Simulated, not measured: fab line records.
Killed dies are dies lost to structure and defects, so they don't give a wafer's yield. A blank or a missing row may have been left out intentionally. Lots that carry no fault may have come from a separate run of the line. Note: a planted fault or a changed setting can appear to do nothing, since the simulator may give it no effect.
Matching of chambers    flow nand-harc    NHARC_P_GATE_ETCH_104 on rie-diel-08: 4 sister chambers
The step etches the open film in CF4/CHF3, target depth 60 nm. 24 wafers are shown with their chamber, then 12 later ones without.

EACH WAFER AND ITS CHAMBER
wafer   chamber  drypump-motor-current-A (A)  rf-vpp-V (V)  oes-product-au (a.u.)
L076.2  0        6.3                          368.0         0.964
L076.3  2        4.9                          374.2         0.951
L076.6  3        6.2                          369.3         0.940
L075.2  3        6.2                          368.5         0.914
L075.4  1        6.1                          371.3         0.905
L075.5  2        4.9                          373.9         0.915
L079.1  3        6.2                          369.4         0.954
L079.4  2        4.9                          374.3         0.961
L079.5  3        6.2                          368.9         0.953
L078.1  0        6.3                          367.1         0.969
L078.3  1        6.1                          369.7         0.945
L078.4  3        6.2                          368.6         0.960
L081.2  0        6.3                          368.8         0.990
L081.4  1        6.1                          370.3         0.954
L081.6  3        6.2                          368.9         0.965
L082.1  3        6.2                          367.5         0.947
L082.2  1        6.1                          369.8         0.920
L082.6  0        6.3                          368.4         0.955
L084.1  0        6.3                          368.6         0.976
L084.3  2        4.9                          374.3         0.982
L084.4  1        6.1                          369.8         0.957
L085.1  2        4.9                          373.1         0.941
L085.2  1        6.2                          369.8         0.926
L085.3  3        6.2                          369.4         0.921

SIGNATURES (averages over the wafers above)
reading                  chamber 0  chamber 1  chamber 2  chamber 3  scatter within a chamber
drypump-motor-current-A  6.300      6.117      4.900      6.200      0.0204
rf-vpp-V                 368.180    370.117    373.960    368.812    0.615
oes-product-au           0.97080    0.93450    0.95000    0.94425    0.0195
Rule: a wafer lies at a distance from a chamber equal to the root of the sum of squares, over the readings, of (its reading less the chamber's mean, divided by the reading's scatter). If the next closest chamber is less than 2 further off than the closest, the wafer can't be placed; otherwise it belongs to the closest. The scatter is the square root of a quotient: the sum, over the shown wafers, of each reading's squared deviation from its chamber's mean, divided by wafers minus chambers.

WAFERS WHOSE CHAMBER IS MISSING
wafer   drypump-motor-current-A (A)  rf-vpp-V (V)  oes-product-au (a.u.)
L091.3  4.9                          372.6         0.963
L091.4  6.3                          368.8         0.993
L091.5  4.9                          372.7         0.958
L094.1  6.1                          370.6         0.973
L094.3  6.2                          369.3         0.957
L094.6  6.2                          368.2         0.952
L095.1  6.1                          368.2         0.945
L095.3  6.2                          367.8         0.964
L095.5  4.9                          373.9         0.961
L096.2  6.2                          368.0         0.927
L096.4  6.1                          371.1         0.912
L096.5  4.9                          373.9         0.921

THE CHAMBER EACH PASSED THROUGH
wafer   from the rows above      in truth
L091.3  2                        2
L091.4  0                        0
L091.5  2                        2
L094.1  1                        1
L094.3  3                        3
L094.6  3                        3
L095.1  can't be placed: 1 or 3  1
L095.3  3                        3
L095.5  2                        2
L096.2  3                        3
L096.4  1                        1
L096.5  2                        2
Correctly placed: 11 of 12. Cannot be placed on the basis of these rows: 1; the candidates contain the true chamber in 1. 0 placed wrongly.
